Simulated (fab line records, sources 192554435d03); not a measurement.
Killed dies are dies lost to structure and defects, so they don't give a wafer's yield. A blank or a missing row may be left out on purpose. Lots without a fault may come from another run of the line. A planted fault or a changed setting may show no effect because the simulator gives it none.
Chamber matching | flow n5_finfet | N5_BEOL_M9_DESCUM_33 on rie_diel-02: 4 sister chambers
The step chemistry O2, time 7 s. 4 wafers are shown with their chamber, then 11 later ones without.

WAFERS WITH THEIR CHAMBER
wafer  | chamber | showerhead_plenum_p_Torr (Torr)
L084.6 | 0       | 2.06
L089.4 | 3       | 2.15
L089.6 | 2       | 2.05
L092.1 | 1       | 2.03

WAFERS WITHOUT THEIR CHAMBER
wafer  | showerhead_plenum_p_Torr (Torr)
L092.2 | 2.05
L092.3 | 2.04
L095.1 | 2.03
L095.4 | 2.05
L095.5 | 2.04
L097.1 | 2.04
L097.2 | 2.03
L097.3 | 2.05
L097.4 | 2.05
L097.5 | 2.04
L097.6 | 2.03

WHICH CHAMBER EACH WENT THROUGH
wafer  | from the rows above          | in truth
L092.2 | can't be placed: 2 or 0      | 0
L092.3 | can't be placed: 2 or 1 or 0 | 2
L095.1 | 1                            | 1
L095.4 | can't be placed: 2 or 0      | 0
L095.5 | can't be placed: 2 or 1 or 0 | 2
L097.1 | can't be placed: 2 or 1 or 0 | 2
L097.2 | 1                            | 1
L097.3 | can't be placed: 2 or 0      | 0
L097.4 | can't be placed: 2 or 0      | 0
L097.5 | can't be placed: 2 or 1 or 0 | 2
L097.6 | 1                            | 1
Placed correctly: 3 of 11. Can't be placed from these rows: 8 (the true chamber is among the candidates in 8). Placed wrongly: 0.
How it was worked out, from the rows above alone: a wafer's distance from a chamber is the root of the sum, over the readings, of the square of ((its reading less the chamber's mean) divided by the reading's scatter). The wafer belongs to the nearest chamber; if the next one is less than 2 further off, it can't be placed. A chamber's mean is the mean of its shown wafers. The scatter: with one shown wafer a chamber, the root of the mean of the squares of how far each hidden wafer lies from its nearest shown one.
